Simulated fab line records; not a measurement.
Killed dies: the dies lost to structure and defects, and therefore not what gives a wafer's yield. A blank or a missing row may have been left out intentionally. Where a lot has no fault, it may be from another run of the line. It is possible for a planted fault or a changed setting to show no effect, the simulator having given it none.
Which of the tools did it? ; flow nand harc ; 12 lots, 36 wafers sampled, at 5 steps of a route of 1302

## WHAT THE GAUGES READ, wafer by wafer
NHARC_END_SORT_01.
lot;measured;on;killed at array;killed at other;killed at periphery;killed dies;killed open;killed short
L378;day 26 16:31;prober-02;21 23 20;0 0 1;6 1 2;27 24 23;3 3 3;3 1 2
L381;day 28 06:05;prober-01;71 74 63;4 6 5;602 597 609;677 677 677;3 1 4;1 4 0
L382;day 28 11:41;prober-02;22 28 22;0 0 0;655 649 655;677 677 677;6 5 6;2 2 1
L388;day 31 22:45;prober-02;56;0;3;59;2;1
L389;day 32 08:10;prober-02;46 49;0 0;4 4;50 53;6 1;1 4
L390;day 32 05:50;prober-01;60 48 44;0 1 0;4 2 3;64 51 47;1 0 2;2 1 0

## WHICH TOOL RAN EACH LOT (tool, then ch and the chambers of the sampled wafers, then the start)
lot;NHARC_P_GATE_DESCUM_48;NHARC_P_GATE_STRIP_76;NHARC_P_GATE_IMPLANT_94;NHARC_P_GATE_STRIP_95
L376;rie diel-08 ch 2,3, day 7 02:06;plasma asher-02 ch 0,1, day 7 04:48;implanter-01 ch 0, day 7 05:56;plasma asher-02 ch 0,1, day 7 06:52
L377;rie diel-10 ch 1,2,3, day 7 13:03;plasma asher-01 ch 0,1, day 7 15:25;implanter-02 ch 0, day 7 16:40;plasma asher-02 ch 0,1, day 7 17:34
L378;rie diel-10 ch 0,2, day 8 00:30;plasma asher-02 ch 0,1, day 8 03:07;implanter-01 ch 0, day 8 04:30;plasma asher-02 ch 0,1, day 8 05:25
L379;rie diel-10 ch 0,1,2, day 8 09:17;plasma asher-02 ch 0,1, day 8 11:40;implanter-02 ch 0, day 8 12:46;plasma asher-02 ch 0,1, day 8 13:42
L381;rie diel-09 ch 0,1, day 9 02:20;plasma asher-01 ch 0, day 9 04:43;implanter-02, day 9 05:56;plasma asher-01 ch 0,1, day 9 06:54
L382;rie diel-08 ch 1,2, day 9 17:18;plasma asher-01 ch 0,1, day 9 19:35;implanter-01, day 9 20:52;plasma asher-01 ch 0,1, day 9 21:47
L388;rie diel-08 ch 2,3, day 12 09:39;plasma asher-01 ch 0,1, day 12 11:57;implanter-01 ch 0, day 12 13:10;plasma asher-01 ch 0,1, day 12 14:07
L389;rie diel-08 ch 2,3, day 12 17:34;plasma asher-02 ch 0,1, day 12 19:58;implanter-01 ch 0, day 12 21:16;plasma asher-02 ch 0,1, day 12 22:08
L391;rie diel-08 ch 0,3, day 13 07:44;plasma asher-02 ch 0,1, day 13 10:07;implanter-02 ch 0, day 13 11:22;plasma asher-02 ch 0,1, day 13 12:16
L390;rie diel-09 ch 0,1, day 13 07:54;plasma asher-01 ch 0,1, day 13 10:31;implanter-01 ch 0, day 13 11:36;plasma asher-01 ch 0,1, day 13 12:34
L393;rie diel-10 ch 1,3, day 14 14:15;plasma asher-02 ch 1, day 14 16:40;implanter-02 ch 0, day 14 17:56;plasma asher-01 ch 0, day 14 19:02
L395;rie diel-08 ch 0,1,2, day 15 00:19;plasma asher-01 ch 0,1, day 15 02:49;implanter-02 ch 0, day 15 03:59;plasma asher-02 ch 0,1, day 15 04:53
- NHARC_P_GATE_DESCUM_48: chemistry O2, time 3 s.
- NHARC_P_GATE_STRIP_76: strips in O2.
- NHARC_P_GATE_IMPLANT_94
- NHARC_P_GATE_STRIP_95: strips in O2.

## WHAT THE TOOLS THEMSELVES READ (means of the sampled wafers that have a number; where no wafer has one, the mark that the record gives instead)
NHARC_P_GATE_DESCUM_48.
lot;tool;drypump motor current A (A);o2 flow sccm (sccm);oes product au (a.u.);rf vpp V (V);showerhead plenum p Torr (Torr);throttle valve pct (%)
L376;rie diel-08;6.4;200.6;0.996;58.1;1.99;11.308
L377;rie diel-10;5.4;200.4;1.012;57.4;1.84;11.315
L378;rie diel-10;5.1;199.7;1.019;57.4;1.89;11.322
L379;rie diel-10;5.4;199.6;1.010;57.5;1.87;11.313
L381;rie diel-09;5.4;199.8;1.003;58.2;2.05;11.309
L382;rie diel-08;6.3;199.3;0.997;57.3;1.92;11.308
L388;rie diel-08;6.4;200.1;1.005;58.8;1.99;11.316
L389;rie diel-08;6.4;199.2;1.004;57.7;1.99;11.307
L391;rie diel-08;6.1;199.9;0.998;57.4;2.03;11.316
L390;rie diel-09;5.7;200.7;0.997;58.7;2.03;11.317
L393;rie diel-10;5.7;200.0;1.010;56.6;1.82;11.306
L395;rie diel-08;6.0;199.1;1.003;57.9;1.95;11.305

NHARC_P_GATE_STRIP_76.
lot;tool;drypump motor current A (A);heater power w (W)
L376;plasma asher-02;5.7;363
L377;plasma asher-01;6.0;311
L378;plasma asher-02;5.3;353
L379;plasma asher-02;5.3;358
L381;plasma asher-01;6.2;283
L382;plasma asher-01;5.6;375
L388;plasma asher-01;6.0;324
L389;plasma asher-02;5.7;355
L391;plasma asher-02;5.3;352
L390;plasma asher-01;5.7;380
L393;plasma asher-02;5.0;343
L395;plasma asher-01;6.0;333

NHARC_P_GATE_IMPLANT_94.
lot;tool;beam energy keV;beam on s (s);end station pressure torr (Torr);tilt deg (degrees)
L376;implanter-01;59.992;23.2;1.19e-05;7.014
L377;implanter-02;59.979;20.2;1.28e-05;7.000
L378;implanter-01;59.994;24.3;1.15e-05;7.009
L379;implanter-02;59.996;19.8;1.28e-05;7.015
L381;implanter-02;-;-;-;-
L382;implanter-01;-;-;-;-
L388;implanter-01;60.025;23.4;1.10e-05;7.006
L389;implanter-01;59.993;23.2;1.15e-05;7.016
L391;implanter-02;60.004;20.0;1.34e-05;6.990
L390;implanter-01;60.021;23.5;1.18e-05;6.986
L393;implanter-02;59.978;20.1;1.25e-05;7.001
L395;implanter-02;60.011;20.7;1.25e-05;6.998

NHARC_P_GATE_STRIP_95.
lot;tool;drypump motor current A (A);heater power w (W)
L376;plasma asher-02;5.7;367
L377;plasma asher-02;5.3;359
L378;plasma asher-02;5.3;361
L379;plasma asher-02;5.7;360
L381;plasma asher-01;5.7;378
L382;plasma asher-01;5.7;374
L388;plasma asher-01;5.7;376
L389;plasma asher-02;5.7;360
L391;plasma asher-02;5.7;361
L390;plasma asher-01;5.7;371
L393;plasma asher-01;6.3;283
L395;plasma asher-02;5.7;362

## THE ANSWER, worked out from the rows above alone
Rule: usual is defined by the lots themselves. Put in order of their means at a reading, lots are off if they are a third of the lots or fewer, leave a main group of 4 or more, and stand apart from it by a gap of 3 or more times the standard deviation of the main group's means; of several such gaps the widest counts. A main group whose means are all the same, to the digits that the tables above print for the reading, isn't used. Also off: a lot with no number at a reading for which 4 or more lots have one. All remaining lots with rows at the step are treated as sound. Order of review: gauges by route order, followed by the tools' own readings, for which a lot's mean as printed above is used. The first step at which some lot is off is used, and at that step the reading that is off furthest; a lot without a number counts as furthest.
Off at NHARC_END_SORT_01 (killed at periphery): L381, L382. Main group: mean 3.2, sd 0.43. Neither off nor sound, because the step has no rows for them: L376, L377, L379, L391, L393, L395.
A tool fits if, at a process step before that reading, it ran every lot that is off, and no sound lot after the first of them. The gauges at NHARC_END_SORT_01 aren't tried: what is off there is off at NHARC_P_GATE_IMPLANT_94 too, on other tools, and a gauge's error can't cause that. Not one of the candidates tried fits.

## WHAT THE SIMULATOR HAD INSERTED
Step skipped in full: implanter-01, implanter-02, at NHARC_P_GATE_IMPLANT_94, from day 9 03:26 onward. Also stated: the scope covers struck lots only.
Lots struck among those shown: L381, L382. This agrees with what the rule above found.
